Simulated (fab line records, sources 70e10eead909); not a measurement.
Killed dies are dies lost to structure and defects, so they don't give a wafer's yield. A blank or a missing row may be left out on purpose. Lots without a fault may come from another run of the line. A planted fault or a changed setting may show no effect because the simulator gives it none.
One fault seen from 2 desks | flow nand_harc | each desk has only its own numbers; what lay behind them comes last

THE TOOL OWNER'S DESK: rie_diel-12
The tool's own readings at NHARC_A_CONTACT_ETCH_49 (etches the open film in N2/H2, target depth 260 nm, time 475.3 s): means of the sampled wafers that have a number, for each lot that ran on this tool. A lot is out of limits, marked OUT, if its mean lies more than 4 standard deviations from the usual mean; the brackets give that distance.
Columns: A = drypump_motor_current_A at NHARC_A_CONTACT_ETCH_49, usual 5.6 A; B = h2_flow_sccm at NHARC_A_CONTACT_ETCH_49, usual 149.9 sccm; C = n2_flow_sccm at NHARC_A_CONTACT_ETCH_49, usual 150.0 sccm; D = oes_product_au at NHARC_A_CONTACT_ETCH_49, usual 1.000 a.u.; E = rf_vpp_V at NHARC_A_CONTACT_ETCH_49, usual 430 V; F = showerhead_plenum_p_Torr at NHARC_A_CONTACT_ETCH_49, usual 2.04 Torr; G = throttle_valve_pct at NHARC_A_CONTACT_ETCH_49, usual 14.171 %
lot  | first seen here | A   | B               | C     | D     | E   | F    | G
L422 | day 22 15:58    | 5.5 | 149.9           | 149.8 | 0.999 | 429 | 1.96 | 14.178
L423 | day 23 00:47    | 5.6 | 150.7           | 150.5 | 1.005 | 428 | 1.99 | 14.162
L428 | day 24 21:58    | 5.6 | 150.3           | 149.9 | 0.988 | 430 | 2.02 | 14.167
L431 | day 26 01:25    | 5.5 | 149.8           | 150.1 | 0.994 | 427 | 1.95 | 14.171
L433 | day 27 07:43    | 5.6 | 139.8 (-22) OUT | 149.9 | 0.994 | 431 | 1.99 | 13.999 (-20) OUT
L436 | day 27 20:52    | 5.6 | 140.3 (-21) OUT | 150.3 | 0.993 | 430 | 1.99 | 14.001 (-20) OUT
This desk's finding: out of limits on L433, L436; first on L433, day 27 07:43 (h2_flow_sccm at NHARC_A_CONTACT_ETCH_49). In limits: L422, L423, L428, L431.

THE METROLOGY DESK
What the gauges read, lot by lot, whatever tool the lot ran on: means of the sampled wafers that have a number. A lot is out of limits, marked OUT, if its mean lies more than 4 standard deviations from the usual mean; the brackets give that distance.
Columns: A = cd_nm at NHARC_A_CONTACT_CD_MEAS_42, usual 299.9 nm
lot  | first seen here | A
L420 | day 21 22:58    | 298.9
L421 | day 22 07:26    | 299.0
L422 | day 22 15:35    | 298.7
L424 | day 22 23:32    | 299.8
L423 | day 23 00:25    | 299.4
L426 | day 23 20:04    | 300.5
L428 | day 24 21:16    | 300.0
L431 | day 26 00:34    | 299.9
L433 | day 27 07:19    | 299.1
L436 | day 27 20:27    | 299.3
L439 | day 29 02:47    | 299.6
L441 | day 29 18:47    | 300.8
L443 | day 30 22:49    | 300.2
This desk's finding: nothing out of limits on any of the 13 lots.

PUT TOGETHER
The tool owner's desk could have raised an alarm at day 27 07:43, on L433, L436.
The metrology desk saw nothing out of limits.
The metrology desk has L433, L436 on record, within its limits.
Of the lots named, all ran NHARC_A_CONTACT_ETCH_49 on rie_diel-12.

WHAT THE SIMULATOR HAD PUT IN
Process parameter drift: rie_diel-12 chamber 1, from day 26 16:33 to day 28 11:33, at NHARC_A_CONTACT_ETCH_49. Setting h2_flow_sccm, moved by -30, from 150. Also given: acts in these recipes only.
Lots struck among those shown: L433, L436.
Hours from the fault's start to each desk's first reading out of limits: the tool owner's desk, 15.
